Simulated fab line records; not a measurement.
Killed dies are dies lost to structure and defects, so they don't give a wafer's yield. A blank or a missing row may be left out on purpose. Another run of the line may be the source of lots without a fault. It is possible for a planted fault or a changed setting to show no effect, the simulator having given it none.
Matching of chambers    flow nand harc    NHARC_A_CONTACT_ETCH_75 on rie diel-11: 4 sister chambers
The step etches the open film in CF4, target depth 39 nm, time 65 s. 33 wafers are shown with their chamber, then 12 later ones without.

## WAFERS PAIRED WITH THEIR CHAMBERS
wafer   chamber  drypump motor current A (A)  showerhead plenum p Torr (Torr)  oes product au (a.u.)
L077.2  0        5.9                          1.87                             0.996
L077.3  2        4.8                          1.72                             0.983
L077.6  0        5.9                          1.87                             0.989
L075.2  1        6.6                          1.78                             0.990
L075.3  2        4.8                          1.72                             0.975
L075.4  0        5.9                          1.87                             0.981
L076.1  0        6.0                          1.87                             0.981
L076.3  2        4.8                          1.72                             0.982
L076.6  1        6.6                          1.78                             0.985
L078.1  2        4.8                          1.72                             0.980
L078.3  0        5.9                          1.87                             0.980
L078.5  2        4.8                          1.72                             0.984
L079.1  1        6.6                          1.78                             0.994
L079.5  2        4.8                          1.71                             0.968
L079.6  3        6.3                          1.73                             1.022
L084.3  3        6.3                          1.73                             1.018
L084.4  2        4.8                          1.71                             0.977
L084.6  2        4.8                          1.72                             0.979
L086.2  3        6.3                          1.73                             1.010
L086.3  1        6.6                          1.78                             1.004
L086.5  1        6.6                          1.78                             1.004
L089.1  2        4.8                          1.71                             0.968
L089.3  0        5.9                          1.86                             0.978
L089.4  1        6.6                          1.77                             0.990
L090.3  0        5.9                          1.86                             0.973
L090.5  2        4.8                          1.71                             0.971
L090.6  1        6.6                          1.77                             0.999
L092.3  3        6.3                          1.72                             1.012
L092.4  0        5.9                          1.86                             0.990
L092.6  3        6.3                          1.72                             1.022
L093.1  2        4.8                          1.71                             0.972
L093.3  1        6.6                          1.77                             0.991
L093.4  0        6.0                          1.86                             0.984

SIGNATURES (averages over the wafers above)
reading                   chamber 0  chamber 1  chamber 2  chamber 3  scatter within a chamber
drypump motor current A   5.922      6.600      4.800      6.300      0.0232
showerhead plenum p Torr  1.8656     1.7763     1.7155     1.7260     0.00526
oes product au            0.98356    0.99462    0.97627    1.01680    0.00645
Rule: distance of a wafer from a chamber = root of the sum over the readings of ((wafer's reading minus chamber's mean) / reading's scatter) squared. The wafer belongs to the nearest chamber; if the next one is less than 2 further off, it can't be placed. How the scatter is found: for the shown wafers, subtract from each reading the mean of its chamber, square and add these, divide the total by (wafers less chambers), then take the root.

## WAFERS WHOSE CHAMBER IS MISSING
wafer   drypump motor current A (A)  showerhead plenum p Torr (Torr)  oes product au (a.u.)
L094.4  6.6                          1.77                             0.987
L094.5  6.6                          1.77                             0.997
L094.6  4.8                          1.71                             0.969
L095.1  4.8                          1.71                             0.982
L095.5  6.3                          1.72                             1.015
L095.6  4.8                          1.71                             0.968
L097.1  4.8                          1.71                             0.982
L097.3  6.3                          1.72                             1.019
L097.6  6.3                          1.72                             1.010
L096.1  4.8                          1.71                             0.982
L096.2  6.3                          1.72                             1.017
L096.4  6.6                          1.77                             1.003

## WHICH CHAMBER EACH ONE RAN IN
wafer   from the rows above  in truth
L094.4  1                    1
L094.5  1                    1
L094.6  2                    2
L095.1  2                    2
L095.5  3                    3
L095.6  2                    2
L097.1  2                    2
L097.3  3                    3
L097.6  3                    3
L096.1  2                    2
L096.2  3                    3
L096.4  1                    1
Correct placement for 12 of the 12. From these rows, 0 cannot be placed. 0 placed wrongly.
